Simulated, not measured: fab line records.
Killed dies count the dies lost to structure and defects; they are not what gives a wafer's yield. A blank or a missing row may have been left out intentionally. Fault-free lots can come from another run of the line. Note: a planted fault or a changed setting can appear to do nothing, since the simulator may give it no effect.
Matching of chambers    flow n5-finfet    N5_PMOS_HMC_CHANNEL_EPI_FIN_RECESS_16 on rie-si-04 has 4 sister chambers
The step chemistry HBr/Cl2, target Si, target depth 54 nm, time 18 s. 8 wafers are shown with their chamber, then 11 later ones without.

## WAFERS, EACH WITH ITS CHAMBER
wafer   chamber  throttle-valve-pct (%)  drypump-motor-current-A (A)
L082.6  0        35.16                   6.2
L084.3  2        35.54                   5.5
L085.2  2        35.53                   5.4
L085.6  1        35.68                   6.0
L088.1  1        35.69                   6.0
L088.4  0        35.14                   6.3
L088.5  3        35.58                   6.6
L091.1  3        35.59                   6.6

## WAFERS WHOSE CHAMBER IS MISSING
wafer   throttle-valve-pct (%)  drypump-motor-current-A (A)
L091.2  35.69                   6.1
L091.4  35.13                   6.2
L093.2  35.60                   6.6
L093.4  35.16                   6.2
L093.6  35.14                   6.2
L095.1  35.69                   6.0
L095.3  35.57                   6.6
L095.6  35.17                   6.2
L097.1  35.68                   6.0
L097.3  35.54                   5.5
L097.6  35.69                   6.1

## CHAMBER TAKEN BY EACH
wafer   from the rows above  in truth
L091.2  1                    1
L091.4  0                    0
L093.2  3                    3
L093.4  0                    0
L093.6  0                    0
L095.1  1                    1
L095.3  3                    3
L095.6  0                    0
L097.1  1                    1
L097.3  2                    2
L097.6  1                    1
11 of 11 placed correctly. Number that these rows cannot place: 0. Placed wrongly: 0.
How it was worked out, from the rows above alone: a wafer's distance from a chamber is the root of the sum, over the readings, of the square of ((its reading less the chamber's mean) divided by the reading's scatter). The wafer belongs to the nearest chamber; if the next one is less than 2 further off, it can't be placed. For every chamber, the mean is computed from those of its wafers that are shown. How the scatter is found: for the shown wafers, subtract from each reading the mean of its chamber, square and add these, divide the total by (wafers less chambers), then take the root.
